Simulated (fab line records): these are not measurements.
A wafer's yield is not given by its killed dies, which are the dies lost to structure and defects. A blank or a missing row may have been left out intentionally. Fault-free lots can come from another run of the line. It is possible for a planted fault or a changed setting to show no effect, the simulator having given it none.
fab line records    flow nand-harc
record: lots: 14  wafers: 42  last-day: 33
route steps=1302 shown A_M1@1189 A_BONDPAD@1203
lots that met no fault: from a run of the same line without faults
start-h: hours from the record's first day to the start of the lot's first wafer shown    wait-h: hours elapsed since this lot's preceding step    " the same as in the row above    L1.1+2: a single row standing in for several wafers    - no value, or no start was given    * or withheld: withheld    < > ~ a bound
route shown NAME@n: NAME is a module with steps in the file, n the number in the route of the first one    usual: average and standard deviation across the fault-free wafers    same: alike in all rows    chamber/n: place in a boat    sites: readings site by site    _std_site: standard deviation of those values    _edge_site: outer sites' mean less inner sites'    radius-mm: how far each site lies from the wafer's centre    mask NAME#n: copy n    behind: the last tool/chamber to shape the wafer    hold: the reason the lot was held/the length of the hold in hours/how it ended    device: transistor that didn't switch, given as n, p or np    end of line: tests run on the same wafers once the route is complete    a step with no rows: only its recipe    killed: count of dies lost to structure and defects at first sort (not the wafer's yield)    map: per-die view of a wafer (x killed, . not killed, _ where there is no die)
set.NAME: the setting that was run; set.NAME@STEP: the one run at that earlier step    model.NAME: the simulator's own value behind a step, which no gauge read
a sample of lots followed through the steps of the route, with each step as a table and each wafer as a row
services: when a tool's chamber went out of use (start-h, in hours from the record's first day, below 0 if earlier), for how many hours, and the reason
== steps ==
step: NHARC_A_M1_DEGAS_29
recipe: temp-c: 250  time-s: 60
usual: heater-power-w: 335/28
lot.wafer  tool            chamber  start-h  wait-h  heater-power-w
L820.2     pvd-sputter-01  -        527.63   -       353
L820.1     "               -        "        "       315
L820.5     "               -        "        "       352
L821.1     pvd-sputter-03  -        528.37   -       299
L821.2     "               -        "        "       305
L821.6     "               -        "        "       371
L826.2     pvd-sputter-02  -        564.46   -       316
L826.1     "               -        "        "       330
L826.3     "               -        "        "       329
L827.4     pvd-sputter-03  -        591.11   -       290
L827.3     "               -        "        "       315
L827.2     "               -        "        "       384
L825.4     pvd-sputter-02  -        592.14   -       333
L825.2     "               -        "        "       332
L825.5     "               -        "        "       351
L833.4     pvd-sputter-01  -        649.33   -       365
L833.1     "               -        "        "       316
L833.6     "               -        "        "       376
L832.3     pvd-sputter-03  -        656.56   -       363
L832.4     "               -        "        "       300
L832.5     "               -        "        "       317
L835.2     pvd-sputter-03  -        674.13   -       301
L835.6     "               -        "        "       385
L835.5     "               -        "        "       297
L834.3     pvd-sputter-01  -        674.38   -       360
L834.5     "               -        "        "       370
L834.6     "               -        "        "       325
L836.1     pvd-sputter-03  -        691.96   -       297
L836.4     "               -        "        "       306
L836.2     "               -        "        "       316
L838.1     pvd-sputter-03  -        699.24   -       306
L838.4     "               -        "        "       301
L838.5     "               -        "        "       381
L839.1     pvd-sputter-02  -        703.95   -       327
L839.2     "               -        "        "       318
L839.4     "               -        "        "       341
L840.3     pvd-sputter-02  -        729.18   -       325
L840.4     "               -        "        "       346
L840.6     "               -        "        "       329
L842.3     pvd-sputter-01  -        744.31   -       372
L842.2     "               -        "        "       370
L842.6     "               -        "        "       376
step: NHARC_A_M1_INSPECT_27
usual: raw-defect-count: 555/150
lot.wafer  tool               chamber  start-h  wait-h  raw-defect-count
L820.1     defect-inspect-01  -        529.29   0.0     566
L820.2     "                  -        "        "       520
L820.5     "                  -        "        "       599
L821.1     defect-inspect-01  -        529.96   0.0     565
L821.2     "                  -        "        "       449
L821.6     "                  -        "        "       476
L826.1     defect-inspect-02  -        566.02   0.0     701
L826.2     "                  -        "        "       474
L826.3     "                  -        "        "       630
L827.2     defect-inspect-02  -        592.67   0.0     529
L827.3     "                  -        "        "       636
L827.4     "                  -        "        "       509
L825.2     defect-inspect-01  -        593.68   0.0     930
L825.4     "                  -        "        "       863
L825.5     "                  -        "        "       829
L833.1     defect-inspect-02  -        650.88   0.0     397
L833.4     "                  -        "        "       408
L833.6     "                  -        "        "       352
L832.3     defect-inspect-02  -        658.13   0.0     542
L832.4     "                  -        "        "       517
L832.5     "                  -        "        "       712
L835.2     defect-inspect-01  -        675.67   0.0     493
L835.5     "                  -        "        "       361
L835.6     "                  -        "        "       318
L834.3     defect-inspect-02  -        676.13   0.0     571
L834.5     "                  -        "        "       469
L834.6     "                  -        "        "       508
L836.1     defect-inspect-02  -        693.83   0.0     722
L836.2     "                  -        "        "       663
L836.4     "                  -        "        "       570
L838.1     defect-inspect-02  -        700.79   0.0     328
L838.4     "                  -        "        "       412
L838.5     "                  -        "        "       462
L839.1     defect-inspect-01  -        705.50   0.0     597
L839.2     "                  -        "        "       524
L839.4     "                  -        "        "       467
L840.3     defect-inspect-02  -        730.74   0.0     465
L840.4     "                  -        "        "       524
L840.6     "                  -        "        "       559
L842.2     defect-inspect-02  -        745.86   0.0     610
L842.3     "                  -        "        "       477
L842.6     "                  -        "        "       595
step: NHARC_A_BONDPAD_CMP_29
recipe: target-thk-nm: 200  material: SiCN
usual: edge-zone-pressure-frac: 0.999/0.0043  motor-current-A: 11.8/1.7  slurry-flow-ml-min: 150.0/0.51
lot.wafer  tool    chamber  start-h  wait-h  edge-zone-pressure-frac  motor-current-A  slurry-flow-ml-min
L820.2     cmp-01  2        530.42   -       1.002                    12.7             150.0
L820.1     "       3        "        "       1.004                    12.6             149.4
L820.5     "       1        "        "       1.002                    9.9              149.4
L821.2     cmp-03  3        531.14   -       0.999                    13.5             150.7
L821.1     "       0        "        "       1.004                    14.4             150.2
L821.6     "       1        "        "       1.000                    12.0             150.6
L826.1     cmp-01  1        567.13   -       1.002                    10.3             149.8
L826.2     "       2        "        "       1.009                    12.5             149.5
L826.3     "       0        "        "       0.996                    12.3             149.7
L827.4     cmp-01  2        593.91   0.3     0.995                    12.7             150.0
L827.3     "       0        "        "       1.005                    12.1             150.0
L827.2     "       1        "        "       1.007                    9.9              150.4
L825.4     cmp-01  3        595.23   0.3     0.993                    12.6             150.0
L825.2     "       0        "        "       1.002                    12.9             150.3
L825.5     "       1        "        "       1.002                    10.1             149.4
L833.1     cmp-04  0        652.02   -       1.000                    8.6              150.6
L833.4     "       2        "        "       0.999                    11.2             149.7
L833.6     "       3        "        "       0.992                    13.0             150.6
L832.4     cmp-01  2        659.24   -       1.002                    13.2             149.9
L832.3     "       0        "        "       0.998                    13.5             149.6
L832.5     "       3        "        "       0.998                    12.7             149.0
L835.2     cmp-03  1        676.83   -       0.995                    12.6             150.1
L835.5     "       0        "        "       1.007                    15.3             149.9
L835.6     "       1        "        "       0.996                    12.8             150.3
L834.3     cmp-04  1        677.35   -       0.997                    11.5             150.1
L834.6     "       1        "        "       1.002                    11.8             150.1
L834.5     "       2        "        "       1.003                    10.9             149.7
L836.4     cmp-01  3        694.94   -       0.999                    12.3             150.6
L836.1     "       0        "        "       1.004                    12.0             150.7
L836.2     "       2        "        "       1.000                    12.4             150.5
L838.4     cmp-01  1        701.90   -       0.992                    9.9              149.7
L838.1     "       3        "        "       1.006                    12.5             149.2
L838.5     "       2        "        "       0.998                    13.3             149.9
L839.4     cmp-04  3        706.65   -       1.001                    12.8             150.7
L839.1     "       0        "        "       0.994                    8.1              150.4
L839.2     "       1        "        "       1.001                    11.9             149.5
L840.3     cmp-01  0        732.07   -       1.005                    12.0             150.0
L840.4     "       2        "        "       1.001                    12.6             149.6
L840.6     "       3        "        "       1.003                    12.7             150.7
L842.2     cmp-03  3        747.13   0.5     0.999                    12.9             150.1
L842.3     "       1        "        "       1.003                    12.6             149.7
L842.6     "       2        "        "       1.007                    9.6              149.1
step: NHARC_A_BONDPAD_EXPOSE_06
recipe: na: 0.55  dose-mj: 36.99  mask-id: A_BPAD
usual: exposure-dose-mJ-cm2: 36.96/0.04  focus-offset-nm: -0.1/0.6  na: 0.55/0
lot.wafer  tool            chamber  start-h  wait-h  mask      exposure-dose-mJ-cm2  focus-offset-nm  na
L820.1     krf-scanner-01  0        530.94   -       A_BPAD#0  36.97                 -0.2             0.55
L820.2     "               0        "        "       A_BPAD#0  36.97                 -0.1             0.55
L820.5     "               0        "        "       A_BPAD#0  36.99                 -0.2             0.55
L821.1     krf-scanner-03  0        531.75   -       A_BPAD#0  36.99                 0.3              0.55
L821.2     "               0        "        "       A_BPAD#0  36.97                 0.6              0.55
L821.6     "               0        "        "       A_BPAD#0  36.98                 -0.1             0.55
L826.1     krf-scanner-04  -        567.66   -       A_BPAD#0  -                     -                -
L826.2     "               -        "        "       A_BPAD#0  -                     -                -
L826.3     "               -        "        "       A_BPAD#0  -                     -                -
L827.2     krf-scanner-04  -        594.45   -       A_BPAD#0  -                     -                -
L827.3     "               -        "        "       A_BPAD#0  -                     -                -
L827.4     "               -        "        "       A_BPAD#0  -                     -                -
L825.2     krf-scanner-04  0        595.72   -       A_BPAD#0  36.95                 0.4              0.55
L825.4     "               0        "        "       A_BPAD#0  36.99                 0.4              0.55
L825.5     "               0        "        "       A_BPAD#0  36.93                 0.1              0.55
L833.1     krf-scanner-03  0        652.53   -       A_BPAD#0  36.97                 -0.6             0.55
L833.4     "               0        "        "       A_BPAD#0  36.96                 -0.1             0.55
L833.6     "               0        "        "       A_BPAD#0  36.94                 0.6              0.55
L832.3     krf-scanner-03  0        677.48   -       A_BPAD#0  37.00                 -0.7             0.55
L832.4     "               0        "        "       A_BPAD#0  36.96                 -0.7             0.55
L832.5     "               0        "        "       A_BPAD#0  37.05                 -0.8             0.55
L835.2     krf-scanner-03  0        677.51   -       A_BPAD#0  37.04                 -0.8             0.55
L835.5     "               0        "        "       A_BPAD#0  36.98                 -0.7             0.55
L835.6     "               0        "        "       A_BPAD#0  36.96                 0.0              0.55
L834.3     krf-scanner-03  0        677.91   -       A_BPAD#0  36.93                 -1.5             0.55
L834.5     "               0        "        "       A_BPAD#0  36.99                 -0.3             0.55
L834.6     "               0        "        "       A_BPAD#0  36.90                 -0.5             0.55
L836.1     krf-scanner-04  0        695.61   -       A_BPAD#0  36.90                 1.0              0.55
L836.2     "               0        "        "       A_BPAD#0  36.96                 -0.2             0.55
L836.4     "               0        "        "       A_BPAD#0  36.92                 0.1              0.55
L838.1     krf-scanner-03  0        702.56   -       A_BPAD#0  36.97                 0.2              0.55
L838.4     "               0        "        "       A_BPAD#0  36.99                 1.0              0.55
L838.5     "               0        "        "       A_BPAD#0  36.98                 -0.9             0.55
L839.1     krf-scanner-03  0        707.16   -       A_BPAD#0  36.89                 0.2              0.55
L839.2     "               0        "        "       A_BPAD#0  36.94                 0.6              0.55
L839.4     "               0        "        "       A_BPAD#0  36.94                 0.3              0.55
L840.3     krf-scanner-04  0        732.72   -       A_BPAD#0  36.97                 -0.1             0.55
L840.4     "               0        "        "       A_BPAD#0  36.95                 -0.4             0.55
L840.6     "               0        "        "       A_BPAD#0  36.92                 0.4              0.55
L842.2     krf-scanner-04  0        747.78   -       A_BPAD#0  36.95                 0.0              0.55
L842.3     "               0        "        "       A_BPAD#0  36.97                 -0.6             0.55
L842.6     "               0        "        "       A_BPAD#0  36.95                 -0.4             0.55
== services ==
tool            chamber  start-h  hours  kind
cmp-03          -        509.87   15.2   repair
pvd-sputter-02  -        518.09   1.1    repair
krf-scanner-04  -        528.30   4.0    pm
pvd-sputter-03  -        535.45   10.0   pm
pvd-sputter-02  -        538.30   4.0    repair
cmp-04          -        553.94   3.1    repair
cmp-03          -        554.08   4.0    pm
cmp-01          -        558.45   1.2    repair
krf-scanner-03  -        568.00   4.0    pm
cmp-03          -        571.25   2.3    repair
cmp-04          -        573.63   1.1    repair
cmp-04          -        574.76   26.8   repair
cmp-01          -        577.50   4.0    pm
pvd-sputter-01  -        582.03   10.0   pm
pvd-sputter-02  -        588.24   1.4    repair
krf-scanner-03  -        616.17   2.3    repair
cmp-01          -        628.86   2.0    repair
pvd-sputter-02  -        638.01   10.0   pm
krf-scanner-04  -        667.70   0.1    repair
cmp-01          -        675.50   4.0    pm
krf-scanner-04  -        700.30   4.0    pm
pvd-sputter-03  -        713.45   10.0   pm
cmp-01          -        714.10   1.6    repair
krf-scanner-03  -        740.00   4.0    pm
== key ==
first-sign: step: NHARC_A_BONDPAD_EXPOSE_06  reading: tool-record  direction: missing
effect none on later readings
met-at NHARC_A_BONDPAD_EXPOSE_06
struck-lots L826,L827
later-rows-left-out L826.1,L826.2,L826.3,L827.2,L827.3,L827.4
sort-left-out L826.1,L826.2,L826.3,L827.2,L827.3,L827.4
not-acting-at NHARC_A_M1_DEGAS_29,NHARC_A_M1_INSPECT_27,NHARC_A_BONDPAD_CMP_29
fault: kind: skipped-step-whole  tool: krf-scanner-04  chamber: -  onset-h: 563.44  steps: NHARC_A_BONDPAD_EXPOSE_06  scope: struck-lots-only
sort-left-out: the simulated sort isn't trusted on such a fault, so these wafers' sort isn't shown, and their yield isn't known
later-rows-left-out: the simulator's readings of these wafers behind a module that went badly wrong aren't trusted and aren't shown, but for the sort
